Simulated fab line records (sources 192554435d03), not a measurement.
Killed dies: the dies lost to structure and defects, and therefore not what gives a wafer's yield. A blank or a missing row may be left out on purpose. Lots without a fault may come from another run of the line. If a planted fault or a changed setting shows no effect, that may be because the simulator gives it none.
Matching of chambers / flow n5-finfet / N5_BEOL_M4_STRIP_36 on rie-diel-06: 4 sister chambers
The step strips in N2/H2. 8 wafers are shown with their chamber, then 7 later ones without.

== EACH WAFER AND ITS CHAMBER ==
wafer=L074.3; chamber=1; showerhead-plenum-p-Torr (Torr)=2.52; drypump-motor-current-A (A)=5.6
wafer=L079.4; chamber=3; showerhead-plenum-p-Torr (Torr)=2.41; drypump-motor-current-A (A)=6.2
wafer=L079.6; chamber=0; showerhead-plenum-p-Torr (Torr)=2.69; drypump-motor-current-A (A)=5.3
wafer=L080.1; chamber=2; showerhead-plenum-p-Torr (Torr)=2.48; drypump-motor-current-A (A)=5.7
wafer=L080.3; chamber=1; showerhead-plenum-p-Torr (Torr)=2.52; drypump-motor-current-A (A)=5.6
wafer=L080.4; chamber=0; showerhead-plenum-p-Torr (Torr)=2.69; drypump-motor-current-A (A)=5.3
wafer=L081.1; chamber=2; showerhead-plenum-p-Torr (Torr)=2.48; drypump-motor-current-A (A)=5.7
wafer=L081.2; chamber=3; showerhead-plenum-p-Torr (Torr)=2.40; drypump-motor-current-A (A)=6.1

== WAFERS MISSING THEIR CHAMBER ==
wafer=L081.5; showerhead-plenum-p-Torr (Torr)=2.40; drypump-motor-current-A (A)=6.1
wafer=L083.1; showerhead-plenum-p-Torr (Torr)=2.40; drypump-motor-current-A (A)=6.2
wafer=L083.3; showerhead-plenum-p-Torr (Torr)=2.52; drypump-motor-current-A (A)=5.6
wafer=L083.6; showerhead-plenum-p-Torr (Torr)=2.52; drypump-motor-current-A (A)=5.6
wafer=L093.1; showerhead-plenum-p-Torr (Torr)=2.72; drypump-motor-current-A (A)=6.2
wafer=L093.3; showerhead-plenum-p-Torr (Torr)=2.47; drypump-motor-current-A (A)=5.7
wafer=L093.6; showerhead-plenum-p-Torr (Torr)=2.68; drypump-motor-current-A (A)=5.3

== THE CHAMBER EACH PASSED THROUGH ==
wafer=L081.5; from the rows above=3; in truth=3
wafer=L083.1; from the rows above=3; in truth=3
wafer=L083.3; from the rows above=1; in truth=1
wafer=L083.6; from the rows above=1; in truth=1
wafer=L093.1; from the rows above=0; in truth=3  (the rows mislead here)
wafer=L093.3; from the rows above=2; in truth=2
wafer=L093.6; from the rows above=0; in truth=0
Correct placement for 6 of the 7. From these rows, 0 cannot be placed. Number placed wrongly: 1.
How it was worked out, from the rows above alone: a wafer's distance from a chamber is the root of the sum, over the readings, of the square of ((its reading less the chamber's mean) divided by the reading's scatter). If the next closest chamber is less than 2 further off than the closest, the wafer can't be placed; otherwise it belongs to the closest. A chamber's mean is the mean of its shown wafers. The scatter: take each reading less its chamber's mean, square it, sum over the shown wafers, divide by the number of wafers less the number of chambers, and take the root.
